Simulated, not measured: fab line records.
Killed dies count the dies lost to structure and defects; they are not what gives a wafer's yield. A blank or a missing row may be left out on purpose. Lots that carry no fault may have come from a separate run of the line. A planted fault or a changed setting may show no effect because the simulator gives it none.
Which tool was responsible? + flow n5-finfet + at 1 step of a route of 1938, 24 lots with 72 wafers sampled

WHAT EACH GAUGE READ, for each wafer
N5_BEOL_M8_CD_MEAS_11: the cd target is 38.5 nm.
| lot  | measured     | on        | cd-nm (nm)     |
|------|--------------|-----------|----------------|
| L075 | day 10 03:03 | cd-sem-03 | 38.3 38.1 38.9 |
| L074 | day 10 03:16 | cd-sem-03 | 37.7 38.4 38.8 |
| L076 | day 10 09:32 | cd-sem-02 | 38.9 38.5 38.2 |
| L079 | day 10 18:19 | cd-sem-03 | 38.2 38.3 37.6 |
| L077 | day 11 07:51 | cd-sem-02 | 38.5 37.7 37.5 |
| L078 | day 11 08:09 | cd-sem-03 | 38.3 39.0 38.3 |
| L081 | day 11 18:44 | cd-sem-03 | 37.7 38.3 38.6 |
| L080 | day 12 04:06 | cd-sem-01 | 38.2 38.2 38.6 |
| L082 | day 12 06:07 | cd-sem-01 | 38.3 38.0 39.0 |
| L083 | day 12 06:29 | cd-sem-03 | 38.8 38.3 38.5 |
| L084 | day 12 09:35 | cd-sem-03 | 38.5 38.6 38.4 |
| L085 | day 12 12:32 | cd-sem-02 | 38.2 38.7 38.3 |
| L086 | day 13 09:37 | cd-sem-01 | 37.6 38.3 37.4 |
| L087 | day 13 16:22 | cd-sem-02 | 38.4 38.0 38.5 |
| L089 | day 13 17:24 | cd-sem-03 | 39.0 38.1 38.3 |
| L090 | day 13 18:25 | cd-sem-01 | 37.7 38.8 38.7 |
| L088 | day 13 20:23 | cd-sem-02 | 38.0 38.5 38.4 |
| L092 | day 14 04:25 | cd-sem-03 | 39.2 39.3 38.6 |
| L091 | day 14 05:02 | cd-sem-02 | 38.8 38.5 38.7 |
| L093 | day 14 20:28 | cd-sem-01 | 38.6 38.2 39.0 |
| L094 | day 14 23:37 | cd-sem-01 | 39.2 38.2 38.8 |
| L095 | day 15 02:45 | cd-sem-02 | 38.8 37.5 38.6 |
| L096 | day 16 03:09 | cd-sem-01 | 38.9 38.5 39.1 |
| L097 | day 17 08:25 | cd-sem-03 | 37.8 37.6 37.7 |

EACH LOT AND THE TOOL THAT RAN IT (in order: tool; ch and the chambers of the sampled wafers; start)
There is no process step in the record ahead of these readings.

AS READ BY THE TOOLS THEMSELVES (means over the sampled wafers that have a number; for cases with no such wafer, the mark the record gives instead)
The record holds no such reading with a usual standard deviation.

THE ANSWER, worked out from the rows above alone
Rule: what is usual is taken from the lots themselves. The widest of any qualifying gaps counts: lots, ordered by their means at a reading, are off when they make up no more than a third of the lots, leave a main group of 4 or more, and stand apart from it by 3 or more times the standard deviation of that group's means. If all means in a main group match to the digits the tables above print for the reading, that group is not used. A lot without any number at a reading at which 4 lots or more have one is off too. Any other lot the step has rows for is counted as sound. Order of review: gauges by route order, followed by the tools' own readings, for which a lot's mean as printed above is used. The first step at which some lot is off is used, and at that step the reading that is off furthest; a lot without a number counts as furthest.
None of the lots is off at any reading shown; this tells nothing.

WHAT THE SIMULATOR PUT IN
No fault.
